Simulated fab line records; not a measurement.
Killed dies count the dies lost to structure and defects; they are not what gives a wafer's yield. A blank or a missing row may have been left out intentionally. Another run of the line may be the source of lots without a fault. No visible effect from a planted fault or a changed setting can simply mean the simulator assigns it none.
fab line records ; flow n5_finfet ; part 1 of 2: steps 1 to 4 of 6
record: lots: 22; wafers: 66; last_day: 17
route steps=1938 shown BEOL_M1@752
lots that met no fault: from a run of the same line without faults
start_h: hours from the record's opening day to when the first of the lot's shown wafers began ; wait_h: hours since the lot's step before ; " the same as in the row above ; L1.1+2: a single row standing in for several wafers ; - no value, or no start was given ; * or withheld: withheld ; < > ~ a bound
route shown NAME@n: names a module that has steps shown in the file, with the first one's number in the route ; usual: mean and standard deviation over wafers with no fault ; same: alike in all rows ; chamber/n: place in a boat ; sites: each site's reading ; _std_site: how widely they spread, as a standard deviation ; _edge_site: inner sites' mean taken away from outer sites' mean ; radius_mm: how far each site lies from the wafer's centre ; mask NAME#n: copy n ; behind: the last tool/chamber to shape the wafer ; hold: the reason the lot was held/the length of the hold in hours/how it ended ; device: the transistor (n, p or np) that didn't switch ; end of line: tests run on the same wafers once the route is complete ; step lacking rows: just its recipe ; killed: not the wafer's yield, but the dies lost to structure and defects at the first sort ; map: dies across one wafer; x = killed, . = not, _ = none there
set.NAME: setting as actually run; set.NAME@STEP: the setting as run at that earlier step ; model.NAME: the simulator's own value behind a step, which no gauge read
one table for each step of the route and one row for each wafer, over a sample of lots
services: the hour from which a tool's chamber was out of use, counted from the record's first day as start_h (under 0 if before that day), plus the number of hours and why
== steps ==
step: N5_BEOL_M1_THK_MEAS_01
recipe: reads: SiOC_of_BEOL_M1_ILD_DEP_00
usual: M1_ILD_THK: 79.8/1.2
lot.wafer;tool;chamber;start_h;wait_h;M1_ILD_THK[nm]
L076.3;film_metro-02;-;129.52;0.1;80.0
L076.5;film_metro-02;-;129.52;0.1;80.2
L076.6;film_metro-02;-;129.52;0.1;79.7
L074.2;film_metro-02;-;129.95;0.1;80.4
L074.4;film_metro-02;-;129.95;0.1;82.5
L074.5;film_metro-02;-;129.95;0.1;78.8
L075.1;film_metro-01;-;132.46;0.1;79.0
L075.2;film_metro-01;-;132.46;0.1;77.9
L075.5;film_metro-01;-;132.46;0.1;79.8
L078.2;film_metro-01;-;146.49;0.1;79.1
L078.3;film_metro-01;-;146.49;0.1;80.1
L078.4;film_metro-01;-;146.49;0.1;79.1
L079.2;film_metro-02;-;149.59;0.1;79.1
L079.3;film_metro-02;-;149.59;0.1;78.6
L079.6;film_metro-02;-;149.59;0.1;80.5
L080.3;film_metro-01;-;156.36;0.1;79.2
L080.4;film_metro-01;-;156.36;0.1;82.0
L080.6;film_metro-01;-;156.36;0.1;82.2
L081.3;film_metro-02;-;163.84;0.1;78.9
L081.4;film_metro-02;-;163.84;0.1;79.9
L081.6;film_metro-02;-;163.84;0.1;79.4
L082.1;film_metro-01;-;165.20;0.0;78.5
L082.2;film_metro-01;-;165.20;0.0;81.0
L082.3;film_metro-01;-;165.20;0.0;79.6
L083.2;film_metro-01;-;168.55;0.1;77.8
L083.5;film_metro-01;-;168.55;0.1;79.2
L083.6;film_metro-01;-;168.55;0.1;80.1
L084.2;film_metro-01;-;178.42;0.1;79.3
L084.3;film_metro-01;-;178.42;0.1;80.9
L084.4;film_metro-01;-;178.42;0.1;79.6
L085.1;film_metro-01;-;189.06;0.0;80.3
L085.4;film_metro-01;-;189.06;0.0;81.6
L085.5;film_metro-01;-;189.06;0.0;81.2
L086.1;film_metro-02;-;200.59;0.0;79.1
L086.2;film_metro-02;-;200.59;0.0;80.8
L086.6;film_metro-02;-;200.59;0.0;80.0
L088.2;film_metro-02;-;208.96;0.1;78.1
L088.5;film_metro-02;-;208.96;0.1;80.0
L088.6;film_metro-02;-;208.96;0.1;81.0
L087.1;film_metro-01;-;212.18;0.0;79.8
L087.2;film_metro-01;-;212.18;0.0;78.9
L087.4;film_metro-01;-;212.18;0.0;81.8
L089.1;film_metro-01;-;216.60;0.0;78.5
L089.4;film_metro-01;-;216.60;0.0;80.8
L089.6;film_metro-01;-;216.60;0.0;79.8
L090.1;film_metro-02;-;222.43;0.0;81.1
L090.3;film_metro-02;-;222.43;0.0;80.4
L090.5;film_metro-02;-;222.43;0.0;81.3
L091.2;film_metro-01;-;223.62;0.1;78.7
L091.4;film_metro-01;-;223.62;0.1;80.7
L091.6;film_metro-01;-;223.62;0.1;79.0
L092.2;film_metro-01;-;236.10;0.1;78.6
L092.4;film_metro-01;-;236.10;0.1;80.8
L092.6;film_metro-01;-;236.10;0.1;79.8
L094.1;film_metro-02;-;238.06;0.0;77.7
L094.5;film_metro-02;-;238.06;0.0;80.5
L094.6;film_metro-02;-;238.06;0.0;78.2
L093.2;film_metro-01;-;238.29;0.1;79.4
L093.3;film_metro-01;-;238.29;0.1;78.1
L093.5;film_metro-01;-;238.29;0.1;79.3
L096.2;film_metro-01;-;256.83;0.1;77.5
L096.4;film_metro-01;-;256.83;0.1;78.3
L096.6;film_metro-01;-;256.83;0.1;80.3
L097.3;film_metro-01;-;260.56;0.1;80.0
L097.5;film_metro-01;-;260.56;0.1;81.9
L097.6;film_metro-01;-;260.56;0.1;80.6
step: N5_BEOL_M1_ETCH_69
recipe: chemistry: CF4; target: SiARC; target_depth_a: 156; mask_material: CAR-EUV; time_s: 26; ion_energy_ev: 80; pressure_mtorr: 40; source_w: 545; bias_w: 36; Ar_flow_sccm: 100; cf4_flow_sccm: 100; ends: cleared
usual: drypump_motor_current_A: 5.9/0.46; etch_rf_on_time_s: 26.3/0.97; oes_product_au: 0.69/0.08; rf_vpp_V: 184.3/1.1; showerhead_plenum_p_Torr: 2.16/0.059; throttle_valve_pct: 15.6/0.3
lot.wafer;tool;chamber;start_h;wait_h;drypump_motor_current_A;etch_rf_on_time_s;oes_product_au;rf_hours_counter_h;rf_vpp_V;showerhead_plenum_p_Torr;throttle_valve_pct
L076.3;rie_diel-06;0;132.15;0.0;6.0;25.0;0.74;64;184.1;2.18;15.8
L076.5;rie_diel-06;3;132.15;0.0;5.4;26.5;0.77;-;185.6;2.27;15.3
L076.6;rie_diel-06;0;132.15;0.0;6.0;24.8;0.73;-;183.2;2.18;15.8
L074.2;rie_diel-02;2;132.34;0.0;6.1;27.1;0.58;238;182.7;2.12;16.0
L074.4;rie_diel-02;1;132.34;0.0;6.6;27.2;0.68;77;184.1;2.17;15.4
L074.5;rie_diel-02;1;132.34;0.0;6.7;26.8;0.69;-;186.3;2.17;15.4
L075.1;rie_diel-06;0;134.76;0.0;6.0;24.7;0.74;64;185.3;2.18;15.8
L075.2;rie_diel-06;3;134.76;0.0;5.4;26.3;0.77;21;185.7;2.27;15.3
L075.5;rie_diel-06;3;134.76;0.0;5.4;26.3;0.77;-;186.1;2.27;15.3
L078.2;rie_diel-06;0;148.53;0.0;6.0;25.2;0.72;70;183.8;2.18;15.8
L078.3;rie_diel-06;3;148.53;0.0;5.4;26.4;0.77;26;184.5;2.26;15.3
L078.4;rie_diel-06;0;148.53;0.0;6.0;25.3;0.72;-;184.1;2.18;15.7
L079.2;rie_diel-02;0;152.88;0.0;6.3;26.4;0.59;201;184.4;2.23;15.6
L079.3;rie_diel-02;2;152.88;0.0;6.1;27.1;0.58;243;182.5;2.11;16.0
L079.6;rie_diel-02;2;152.88;0.0;6.1;27.1;0.58;-;183.1;2.11;16.0
L080.3;rie_diel-02;3;160.05;0.0;5.2;25.5;0.74;43;184.2;2.10;15.4
L080.4;rie_diel-02;1;160.05;0.0;6.6;26.8;0.69;85;185.2;2.17;15.4
L080.6;rie_diel-02;2;160.05;0.0;6.1;27.3;0.58;-;185.6;2.11;16.0
L081.3;rie_diel-03;1;166.16;0.0;5.6;25.5;0.64;171;184.1;2.07;16.0
L081.4;rie_diel-03;2;166.16;0.0;6.6;26.5;0.82;-;186.3;2.19;15.3
L081.6;rie_diel-03;1;166.16;0.0;5.7;25.6;0.65;-;183.1;2.07;16.0
L082.1;rie_diel-06;3;167.63;0.0;5.4;26.7;0.75;32;185.6;2.26;15.3
L082.2;rie_diel-06;0;167.63;0.0;6.1;24.9;0.72;76;184.3;2.18;15.8
L082.3;rie_diel-06;2;167.63;0.0;5.4;28.1;0.63;158;184.5;2.15;16.0
L083.2;rie_diel-03;1;171.60;0.0;5.7;25.4;0.65;173;183.3;2.07;16.0
L083.5;rie_diel-03;2;171.60;0.0;6.6;26.4;0.81;-;183.6;2.19;15.3
L083.6;rie_diel-03;3;171.60;0.0;5.7;27.5;0.57;-;185.0;2.21;15.9
L084.2;rie_diel-02;0;180.59;0.0;6.3;26.6;0.59;212;184.8;2.22;15.6
L084.3;rie_diel-02;3;180.59;0.0;5.2;25.9;0.73;52;182.7;2.09;15.4
L084.4;rie_diel-02;1;180.59;0.0;6.6;26.8;0.68;-;184.3;2.16;15.4
L085.1;rie_diel-06;0;192.06;0.0;6.1;24.8;0.72;83;184.4;2.17;15.8
L085.4;rie_diel-06;1;192.06;0.0;5.5;24.9;0.81;13;184.9;2.11;15.4
L085.5;rie_diel-06;0;192.06;0.0;6.0;24.9;0.72;-;185.1;2.17;15.8
L086.1;rie_diel-06;0;204.21;0.0;6.1;25.0;0.72;87;183.9;2.17;15.8
L086.2;rie_diel-06;3;204.21;0.0;5.4;26.5;0.73;43;184.9;2.26;15.3
L086.6;rie_diel-06;0;204.21;0.0;6.0;25.0;0.71;-;184.0;2.17;15.8
L088.2;rie_diel-03;3;211.73;0.0;5.7;27.7;0.57;227;183.9;2.20;15.9
L088.5;rie_diel-03;1;211.73;0.0;5.7;25.8;0.63;-;184.1;2.06;16.0
L088.6;rie_diel-03;0;211.73;0.0;6.2;26.3;0.80;-;184.2;2.08;15.0
L087.1;rie_diel-03;0;214.85;0.0;6.2;26.1;0.81;13;183.3;2.08;15.0
L087.2;rie_diel-03;1;214.85;0.0;5.7;25.8;0.63;187;183.0;2.06;16.0
L087.4;rie_diel-03;2;214.85;0.0;6.6;26.4;0.77;23;184.4;2.18;15.4
L089.1;rie_diel-03;3;219.18;0.0;5.7;27.6;0.56;229;184.5;2.20;15.9
L089.4;rie_diel-03;2;219.18;0.0;6.6;26.5;0.77;24;184.4;2.18;15.4
L089.6;rie_diel-03;3;219.18;0.0;5.7;27.6;0.57;-;185.2;2.20;15.9
L090.1;rie_diel-02;2;224.30;0.0;6.1;25.9;0.81;9;183.8;2.11;15.5
L090.3;rie_diel-02;0;224.30;0.0;6.3;26.4;0.57;226;184.4;2.22;15.6
L090.5;rie_diel-02;0;224.30;0.0;6.3;26.6;0.58;-;183.6;2.22;15.6
L091.2;rie_diel-02;3;226.91;0.0;5.3;25.2;0.72;67;184.4;2.09;15.4
L091.4;rie_diel-02;2;226.91;0.0;6.1;25.5;0.81;9;181.9;2.11;15.5
L091.6;rie_diel-02;1;226.91;0.0;6.6;26.7;0.67;-;184.3;2.16;15.4
L092.2;rie_diel-02;1;237.78;0.0;6.6;26.9;0.67;110;183.9;2.16;15.4
L092.4;rie_diel-02;3;237.78;0.0;5.2;25.6;0.71;70;181.2;2.09;15.5
L092.6;rie_diel-02;3;237.78;0.0;5.3;25.6;0.71;-;183.1;2.09;15.5
L094.1;rie_diel-03;1;241.84;0.0;5.7;25.9;0.63;194;182.0;2.06;16.0
L094.5;rie_diel-03;1;241.84;0.0;5.7;25.7;0.63;-;181.0;2.06;16.0
L094.6;rie_diel-03;0;241.84;0.0;6.2;26.3;0.78;-;184.7;2.08;15.0
L093.2;rie_diel-06;1;242.00;0.0;5.5;24.9;0.79;28;182.9;2.10;15.4
L093.3;rie_diel-06;0;242.00;0.0;6.0;25.2;0.70;98;183.0;2.17;15.8
L093.5;rie_diel-06;0;242.00;0.0;6.0;25.0;0.70;-;184.2;2.17;15.8
L096.2;rie_diel-06;3;259.21;0.0;5.4;26.6;0.72;59;184.9;2.25;15.3
L096.4;rie_diel-06;0;259.21;0.0;6.1;24.8;0.70;102;184.4;2.17;15.8
L096.6;rie_diel-06;0;259.21;0.0;6.1;24.8;0.69;-;183.5;2.17;15.8
L097.3;rie_diel-03;2;262.10;0.0;6.6;26.9;0.74;37;184.1;2.18;15.4
L097.5;rie_diel-03;3;262.10;0.0;5.7;27.8;0.56;-;185.3;2.20;15.9
L097.6;rie_diel-03;2;262.10;0.0;6.6;26.8;0.74;-;184.7;2.18;15.4
step: N5_BEOL_M1_STRIP_36
recipe: chemistry: N2/H2; power_w: 450; temp_c: 40; pressure_mtorr: 20; rf_frequency_hz: 6e+07; overash_fraction: 0.3; bias_power_w: 7; h2_frac: 0.5; n2_flow_sccm: 200; h2_flow_sccm: 200
usual: drypump_motor_current_A: 5.9/0.45; n2_flow_sccm: 200.0/0.61; oes_product_au: 0.82/0.1; rf_vpp_V: 59.1/1.5; showerhead_plenum_p_Torr: 2.54/0.078; throttle_valve_pct: 23.5/0.44
lot.wafer;tool;chamber;start_h;wait_h;drypump_motor_current_A;n2_flow_sccm;oes_product_au;rf_hours_counter_h;rf_vpp_V;showerhead_plenum_p_Torr;throttle_valve_pct
L076.3;rie_diel-06;3;133.22;0.0;5.4;200.9;0.94;20;60.6;2.69;23.1
L076.5;rie_diel-06;3;133.22;0.0;5.4;200.7;0.93;-;59.1;2.69;23.0
L076.6;rie_diel-06;0;133.22;0.0;6.1;199.5;0.87;-;60.8;2.59;23.7
L075.1;rie_diel-02;1;137.88;0.0;6.6;200.5;0.82;78;58.4;2.57;23.2
L075.2;rie_diel-02;2;137.88;0.0;6.1;199.2;0.70;239;59.4;2.53;24.7
L075.5;rie_diel-02;0;137.88;0.0;6.3;198.8;0.71;-;57.7;2.60;23.0
L074.2;rie_diel-03;1;137.91;0.0;5.7;199.5;0.77;158;57.6;2.40;23.4
L074.4;rie_diel-03;0;137.91;0.0;6.2;200.7;0.69;-;59.2;2.51;23.8
L074.5;rie_diel-03;1;137.91;0.0;5.7;199.2;0.76;-;58.4;2.40;23.4
L078.2;rie_diel-02;1;150.90;0.0;6.6;200.3;0.80;82;57.2;2.57;23.3
L078.3;rie_diel-02;2;150.90;0.0;6.1;200.0;0.68;243;57.2;2.53;24.7
L078.4;rie_diel-02;3;150.90;0.0;5.3;200.2;0.86;40;61.6;2.48;23.2
L079.2;rie_diel-03;0;154.02;0.0;6.2;199.6;0.69;250;56.3;2.50;23.9
L079.3;rie_diel-03;3;154.02;0.0;5.6;199.9;0.71;205;58.0;2.62;23.8
L079.6;rie_diel-03;0;154.02;0.0;6.2;200.5;0.69;-;59.0;2.50;23.9
L080.3;rie_diel-03;3;165.40;0.0;5.7;200.0;0.69;211;59.1;2.62;23.8
L080.4;rie_diel-03;1;165.40;0.0;5.7;200.5;0.76;-;59.5;2.39;23.4
L080.6;rie_diel-03;3;165.40;0.0;5.7;199.6;0.70;-;59.9;2.62;23.8
L081.3;rie_diel-06;0;169.65;0.0;6.0;201.1;0.85;77;60.0;2.58;23.7
L081.4;rie_diel-06;2;169.65;0.0;5.4;200.3;0.74;158;58.5;2.55;24.1
L081.6;rie_diel-06;0;169.65;0.0;6.1;201.0;0.83;-;59.4;2.58;23.7
L082.1;rie_diel-03;0;173.07;0.0;6.2;199.5;1.02;0;60.4;2.50;23.4
L082.2;rie_diel-03;2;173.07;0.0;6.6;199.8;0.96;8;56.4;2.57;22.8
L082.3;rie_diel-03;3;173.07;0.0;5.7;200.2;0.68;214;60.3;2.62;23.8
L083.2;rie_diel-03;1;177.09;0.0;5.7;199.9;0.75;174;59.5;2.39;23.4
L083.5;rie_diel-03;1;177.09;0.0;5.7;200.4;0.76;-;62.1;2.39;23.4
L083.6;rie_diel-03;2;177.09;0.0;6.6;200.4;0.95;-;61.1;2.57;22.8
L084.2;rie_diel-06;1;185.10;0.0;5.5;200.0;0.96;11;58.7;2.50;23.6
L084.3;rie_diel-06;0;185.10;0.0;6.0;201.7;0.83;81;60.0;2.58;23.8
L084.4;rie_diel-06;2;185.10;0.0;5.3;200.1;0.75;163;57.5;2.55;24.0
L085.1;rie_diel-06;2;193.47;0.0;5.3;199.6;0.74;166;60.4;2.55;24.1
L085.4;rie_diel-06;3;193.47;0.0;5.4;199.4;0.91;40;59.0;2.68;23.1
L085.5;rie_diel-06;2;193.47;0.0;5.3;198.7;0.76;-;59.6;2.55;24.0
L086.1;rie_diel-02;1;204.61;0.0;6.6;201.0;0.80;100;60.8;2.56;23.3
L086.2;rie_diel-02;0;204.61;0.0;6.3;199.6;0.69;219;59.4;2.59;23.1
L086.6;rie_diel-02;2;204.61;0.0;6.1;199.5;0.98;-;61.0;2.53;24.2
L088.2;rie_diel-06;3;212.90;0.0;5.4;199.4;0.88;45;60.6;2.68;23.1
L088.5;rie_diel-06;0;212.90;0.0;6.1;200.7;0.83;-;57.6;2.58;23.8
L088.6;rie_diel-06;1;212.90;0.0;5.5;199.8;0.95;-;60.0;2.50;23.7
L087.1;rie_diel-03;2;217.16;0.0;6.7;198.9;0.94;23;56.4;2.57;22.8
L087.2;rie_diel-03;0;217.16;0.0;6.2;200.1;0.94;14;58.7;2.50;23.4
L087.4;rie_diel-03;1;217.16;0.0;5.6;200.2;0.74;187;58.0;2.39;23.4
L089.1;rie_diel-03;0;226.44;0.0;6.2;199.4;0.95;17;58.7;2.50;23.4
L089.4;rie_diel-03;3;226.44;0.0;5.7;199.3;0.69;231;57.4;2.61;23.8
L089.6;rie_diel-03;3;226.44;0.0;5.7;199.7;0.67;-;59.8;2.61;23.9
L090.1;rie_diel-02;0;231.91;0.0;6.2;199.0;0.68;228;59.3;2.59;23.1
L090.3;rie_diel-02;3;231.91;0.0;5.3;199.9;0.83;69;60.3;2.47;23.2
L090.5;rie_diel-02;3;231.91;0.0;5.3;199.2;0.83;-;57.5;2.47;23.2
L091.2;rie_diel-06;1;231.95;0.0;5.5;200.4;0.92;25;57.6;2.50;23.6
L091.4;rie_diel-06;0;231.95;0.0;6.1;199.2;0.84;95;61.0;2.58;23.8
L091.6;rie_diel-06;3;231.95;0.0;5.4;200.6;0.88;-;58.0;2.68;23.1
L092.2;rie_diel-02;1;243.24;0.0;6.6;199.6;0.77;111;57.6;2.55;23.3
L092.4;rie_diel-02;2;243.24;0.0;6.1;200.2;0.94;15;56.3;2.52;24.2
L092.6;rie_diel-02;1;243.24;0.0;6.7;199.4;0.78;-;60.8;2.55;23.3
L094.1;rie_diel-06;3;243.42;0.0;5.4;200.7;0.89;54;61.8;2.68;23.1
L094.5;rie_diel-06;1;243.42;0.0;5.5;200.6;0.93;-;58.8;2.50;23.6
L094.6;rie_diel-06;2;243.42;0.0;5.4;200.7;0.73;-;58.3;2.54;24.1
L093.2;rie_diel-03;2;243.61;0.0;6.6;200.5;0.91;31;59.8;2.56;22.8
L093.3;rie_diel-03;0;243.61;0.0;6.3;200.9;0.92;21;59.8;2.50;23.4
L093.5;rie_diel-03;1;243.61;0.0;5.7;200.2;0.74;-;59.7;2.38;23.4
L096.2;rie_diel-02;2;259.96;0.0;6.1;199.8;0.92;20;58.1;2.52;24.2
L096.4;rie_diel-02;3;259.96;0.0;5.3;199.8;0.82;78;56.7;2.46;23.2
L096.6;rie_diel-02;2;259.96;0.0;6.1;200.5;0.92;-;60.7;2.52;24.2
L097.3;rie_diel-03;3;265.29;0.0;5.7;200.3;0.67;242;59.9;2.61;23.9
L097.5;rie_diel-03;3;265.29;0.0;5.7;200.4;0.67;-;59.0;2.61;23.9
L097.6;rie_diel-03;2;265.29;0.0;6.6;201.3;0.91;-;59.5;2.56;22.8
step: N5_BEOL_M1_TRENCH_ETCH_37
recipe: chemistry: C4F6/O2; target_depth_a: 552.07; target: SiOC; time_s: 29; ion_energy_ev: 250; pressure_mtorr: 30; source_w: 355; bias_w: 185; Ar_flow_sccm: 300; C4F6_flow_sccm: 10; O2_flow_sccm: 10
usual: drypump_motor_current_A: 5.9/0.45; oes_product_au: 0.81/0.1; rf_vpp_V: 675/20; showerhead_plenum_p_Torr: 2.85/0.087; throttle_valve_pct: 20.82/0.26
lot.wafer;tool;chamber;start_h;wait_h;drypump_motor_current_A;oes_product_au;rf_hours_counter_h;rf_vpp_V;showerhead_plenum_p_Torr;throttle_valve_pct
L076.3;rie_diel-06;3;-;-;5.4;0.92;20;684;3.03;20.61
L076.5;rie_diel-06;3;-;-;5.4;0.91;-;684;3.03;20.61
L076.6;rie_diel-06;0;-;-;6.0;0.86;-;653;2.90;21.08
L075.1;rie_diel-02;1;-;-;6.7;0.82;78;716;2.87;20.54
L075.2;rie_diel-02;2;-;-;6.1;0.69;239;682;2.81;21.30
L075.5;rie_diel-02;0;-;-;6.2;0.69;-;660;2.96;20.69
L074.2;rie_diel-03;1;-;-;5.7;0.76;158;651;2.73;21.08
L074.4;rie_diel-03;0;-;-;6.2;0.69;-;686;2.78;20.64
L074.5;rie_diel-03;1;-;-;5.7;0.76;-;650;2.73;21.08
L078.2;rie_diel-02;1;-;-;6.6;0.82;82;719;2.87;20.53
L078.3;rie_diel-02;2;-;-;6.1;0.69;243;681;2.81;21.28
L078.4;rie_diel-02;3;-;-;5.3;0.87;40;643;2.78;20.64
L079.2;rie_diel-03;0;-;-;6.2;0.68;250;687;2.78;20.66
L079.3;rie_diel-03;3;-;-;5.7;0.69;205;676;2.93;20.99
L079.6;rie_diel-03;0;-;-;6.2;0.68;-;688;2.78;20.64
L080.3;rie_diel-03;3;-;-;5.7;0.68;211;673;2.93;21.01
L080.4;rie_diel-03;1;-;-;5.6;0.75;-;653;2.72;21.08
L080.6;rie_diel-03;3;-;-;5.7;0.68;-;672;2.93;20.99
L081.3;rie_diel-06;0;-;-;6.1;0.84;77;655;2.90;21.11
L081.4;rie_diel-06;2;-;-;5.3;0.74;158;694;2.83;21.07
L081.6;rie_diel-06;0;-;-;6.0;0.83;-;655;2.90;21.11
L082.1;rie_diel-03;0;-;-;6.2;1.01;0;687;2.78;20.22
L082.2;rie_diel-03;2;-;-;6.6;0.96;8;690;2.91;20.60
L082.3;rie_diel-03;3;-;-;5.7;0.68;214;675;2.93;20.99
L083.2;rie_diel-03;1;-;-;5.7;0.75;174;649;2.72;21.12
L083.5;rie_diel-03;1;-;-;5.7;0.75;-;649;2.72;21.09
L083.6;rie_diel-03;2;-;-;6.6;0.96;-;690;2.91;20.60
L084.2;rie_diel-06;1;-;-;5.5;0.96;11;672;2.79;20.63
L084.3;rie_diel-06;0;-;-;6.1;0.84;81;655;2.89;21.11
L084.4;rie_diel-06;2;-;-;5.4;0.74;163;696;2.82;21.05
L085.1;rie_diel-06;2;-;-;5.3;0.74;166;694;2.82;21.07
L085.4;rie_diel-06;3;-;-;5.4;0.88;40;683;3.02;20.63
L085.5;rie_diel-06;2;-;-;5.4;0.74;-;695;2.82;21.07
L086.1;rie_diel-02;1;-;-;6.7;0.79;100;719;2.86;20.57
L086.2;rie_diel-02;0;-;-;6.3;0.67;219;660;2.95;20.71
L086.6;rie_diel-02;2;-;-;6.1;0.99;-;681;2.81;20.85
L088.2;rie_diel-06;3;-;-;5.4;0.88;45;683;3.02;20.66
L088.5;rie_diel-06;0;-;-;6.1;0.82;-;655;2.89;21.11
L088.6;rie_diel-06;1;-;-;5.5;0.95;-;672;2.79;20.64
L087.1;rie_diel-03;2;-;-;6.6;0.91;23;689;2.91;20.62
L087.2;rie_diel-03;0;-;-;6.2;0.94;14;686;2.77;20.24
L087.4;rie_diel-03;1;-;-;5.7;0.73;187;649;2.71;21.14
L089.1;rie_diel-03;0;-;-;6.2;0.93;17;687;2.77;20.23
L089.4;rie_diel-03;3;-;-;5.7;0.66;231;676;2.92;21.03
L089.6;rie_diel-03;3;-;-;5.7;0.67;-;676;2.92;21.04
L090.1;rie_diel-02;0;-;-;6.3;0.66;229;660;2.94;20.74
L090.3;rie_diel-02;3;-;-;5.3;0.82;69;644;2.77;20.68
L090.5;rie_diel-02;3;-;-;5.3;0.81;-;643;2.77;20.69
L091.2;rie_diel-06;1;-;-;5.5;0.93;25;671;2.79;20.66
L091.4;rie_diel-06;0;-;-;6.0;0.82;95;655;2.89;21.12
L091.6;rie_diel-06;3;-;-;5.4;0.86;-;682;3.01;20.67
L092.2;rie_diel-02;1;-;-;6.6;0.78;111;717;2.85;20.58
L092.4;rie_diel-02;2;-;-;6.1;0.93;15;681;2.80;20.84
L092.6;rie_diel-02;1;-;-;6.6;0.78;-;716;2.86;20.58
L094.1;rie_diel-06;3;-;-;5.4;0.85;54;682;3.01;20.66
L094.5;rie_diel-06;1;-;-;5.5;0.93;-;672;2.79;20.66
L094.6;rie_diel-06;2;-;-;5.4;0.73;-;695;2.82;21.09
L093.2;rie_diel-03;2;-;-;6.6;0.91;31;692;2.90;20.63
L093.3;rie_diel-03;0;-;-;6.2;0.93;21;687;2.77;20.25
L093.5;rie_diel-03;1;-;-;5.7;0.74;-;649;2.71;21.14
L096.2;rie_diel-02;2;-;-;6.1;0.92;20;681;2.80;20.86
L096.4;rie_diel-02;3;-;-;5.3;0.81;78;644;2.77;20.70
L096.6;rie_diel-02;2;-;-;6.1;0.92;-;681;2.80;20.86
L097.3;rie_diel-03;3;-;-;5.7;0.66;242;673;2.91;21.04
L097.5;rie_diel-03;3;-;-;5.7;0.65;-;674;2.91;21.04
L097.6;rie_diel-03;2;-;-;6.6;0.88;-;689;2.90;20.63
